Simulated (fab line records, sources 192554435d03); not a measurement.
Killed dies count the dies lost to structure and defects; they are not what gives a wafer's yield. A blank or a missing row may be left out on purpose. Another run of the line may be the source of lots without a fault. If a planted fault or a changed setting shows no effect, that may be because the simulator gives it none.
Split-lot trial + flow n5-finfet + 39 wafers read from 7 lots, route of 1938 steps

ON THE SPLIT
At N5_DUMMY_GATE_EXPOSE_12 (exposes mask GATE, target cd 25 nm), the setting dose-mj was moved away from the recipe's 34 on 12 of the 39 wafers read, by -6.2% to +7.9%. This setting was run at the recipe's value on the other wafers.

FROM THE SPLIT TO THE READING: what the file shows between them, 7 steps
- N5_DUMMY_GATE_PEB_13: peb time 60 s
- N5_DUMMY_GATE_DEVELOP_14: develop time 30 s
- N5_DUMMY_GATE_CD_MEAS_15: target cd 25.8 nm
- N5_DUMMY_GATE_STRIP_38: strips in N2/H2
- N5_DUMMY_GATE_STRIP_39: strips in N2/H2
- N5_DUMMY_GATE_TRIM_49: chemistry O2, time 29 s, target cd 14 nm
- N5_DUMMY_GATE_STRIP_40: strips in CF4

THE READING
At N5_DUMMY_GATE_CD_MEAS_50: cd-nm in nanometres, against a target cd of 14 nm. On this fab line, fault-free wafers typically give 13.98 nm with a standard deviation of 0.29 nm.

| wafer  | tool, chamber at the split | dose-mj as run | against the recipe | cd-nm, nm | against lot-mates on the recipe |
|--------|----------------------------|----------------|--------------------|-----------|---------------------------------|
| L080.1 | euv-scanner-01, 0          | 34             | recipe             | 14.06     | -                               |
| L080.2 | euv-scanner-01, 0          | 34             | recipe             | 14.13     | -                               |
| L080.3 | euv-scanner-01, 0          | 34             | recipe             | 13.96     | -                               |
| L080.4 | euv-scanner-01, 0          | 34             | recipe             | 13.87     | -                               |
| L080.5 | euv-scanner-01, 0          | 34             | recipe             | 14.36     | -                               |
| L080.6 | euv-scanner-01, 0          | 34             | recipe             | 14.04     | -                               |
| L087.2 | euv-scanner-02, 0          | 34             | recipe             | 14.34     | -                               |
| L087.3 | euv-scanner-02, 0          | 34             | recipe             | 13.81     | -                               |
| L087.6 | euv-scanner-02, 0          | 34             | recipe             | 13.71     | -                               |
| L089.1 | euv-scanner-02, 0          | 34             | recipe             | 14.00     | -                               |
| L089.2 | euv-scanner-02, 0          | 34             | recipe             | 13.48     | -                               |
| L089.3 | euv-scanner-02, 0          | 36.34          | +6.9%              | 12.59     | -1.25                           |
| L089.4 | euv-scanner-02, 0          | 34             | recipe             | 14.05     | -                               |
| L089.5 | euv-scanner-02, 0          | 36.34          | +6.9%              | 13.03     | -0.81                           |
| L089.6 | euv-scanner-02, 0          | 36.34          | +6.9%              | 12.84     | -1.00                           |
| L090.1 | euv-scanner-01, 0          | 34             | recipe             | 14.18     | -                               |
| L090.2 | euv-scanner-01, 0          | 34             | recipe             | 14.16     | -                               |
| L090.3 | euv-scanner-01, 0          | 34             | recipe             | 14.07     | -                               |
| L090.4 | euv-scanner-01, 0          | 34             | recipe             | 13.77     | -                               |
| L090.5 | euv-scanner-01, 0          | 34             | recipe             | 14.15     | -                               |
| L090.6 | euv-scanner-01, 0          | 34             | recipe             | 13.94     | -                               |
| L092.1 | euv-scanner-01, 0          | 31.89          | -6.2%              | 15.09     | +1.22                           |
| L092.2 | euv-scanner-01, 0          | 31.89          | -6.2%              | 15.37     | +1.50                           |
| L092.3 | euv-scanner-01, 0          | 34             | recipe             | 13.76     | -                               |
| L092.4 | euv-scanner-01, 0          | 31.89          | -6.2%              | 15.14     | +1.27                           |
| L092.5 | euv-scanner-01, 0          | 34             | recipe             | 13.59     | -                               |
| L092.6 | euv-scanner-01, 0          | 34             | recipe             | 14.27     | -                               |
| L095.1 | euv-scanner-02, 0          | 34             | recipe             | 14.59     | -                               |
| L095.2 | euv-scanner-02, 0          | 33.15          | -2.5%              | 14.74     | +0.10                           |
| L095.3 | euv-scanner-02, 0          | 33.15          | -2.5%              | 14.91     | +0.27                           |
| L095.4 | euv-scanner-02, 0          | 34             | recipe             | 14.45     | -                               |
| L095.5 | euv-scanner-02, 0          | 34             | recipe             | 14.87     | -                               |
| L095.6 | euv-scanner-02, 0          | 33.15          | -2.5%              | 14.81     | +0.17                           |
| L096.1 | euv-scanner-02, 0          | 36.68          | +7.9%              | 12.51     | -1.71                           |
| L096.2 | euv-scanner-02, 0          | 34             | recipe             | 14.18     | -                               |
| L096.3 | euv-scanner-02, 0          | 36.68          | +7.9%              | 13.31     | -0.91                           |
| L096.4 | euv-scanner-02, 0          | 36.68          | +7.9%              | 12.51     | -1.71                           |
| L096.5 | euv-scanner-02, 0          | 34             | recipe             | 14.22     | -                               |
| L096.6 | euv-scanner-02, 0          | 34             | recipe             | 14.25     | -                               |

FIT RESULTS
A straight line over all 39 wafers: cd-nm changes by -0.181 nm for each +1% of dose-mj; r = -0.91; the points scatter about the line by 0.29 nm.
The same after taking each lot's own level away (the mean of its wafers on the recipe; 39 wafers): -0.176 nm for each +1%; r = -0.93; scatter 0.24 nm.
According to that fit, moving dose-mj by its largest amount changes the reading by 1.4 nm.
Measured against the standard deviation above, the lots' own levels, which go from 13.843 to 14.637 nm, span 2.7 times it.
Consequently the slope shifts little with the lot-to-lot level, the two slopes agreeing.
Check: with one of the wafers moved furthest among these (+7.9%) left out of the fit, the line predicts -1.32 nm for it against its lot-mates. It came out at -1.71 nm against them.

THESE WAFERS: OTHER SPLITS
Before the reading, these wafers also passed through other splits. Each is held against what the fit with the lots' levels taken away leaves over:
| other split on the same wafers    | wafers away from the commonest value | r with cd-nm (lot level and that fit taken away) |
|-----------------------------------|--------------------------------------|--------------------------------------------------|
| N5_DUMMY_GATE_CVD_03 target-thk-a | 30                                   | -0.01                                            |

THE WHOLE CHAIN: every reading that the file lists as answering this split, in the file's order
| step                     | what it does                             | reading                                                           | change (the file's fit)               | r (the file's) |
|--------------------------|------------------------------------------|-------------------------------------------------------------------|---------------------------------------|----------------|
| N5_DUMMY_GATE_CD_MEAS_15 | target cd 25.8 nm                        | cd-nm                                                             | -0.201 nm for each +1% of the setting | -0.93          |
| N5_DUMMY_GATE_TRIM_49    | chemistry O2, time 29 s, target cd 14 nm | DUMMY_GATE.cd-nm (the simulator's own value, which no gauge read) | -0.161 nm for each +1% of the setting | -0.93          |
| N5_DUMMY_GATE_CD_MEAS_50 | target cd 14 nm                          | cd-nm                                                             | -0.175 nm for each +1% of the setting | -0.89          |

FILE'S OWN FIT
cd-nm changes by -0.175 nm for each +1% of dose-mj, r = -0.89.
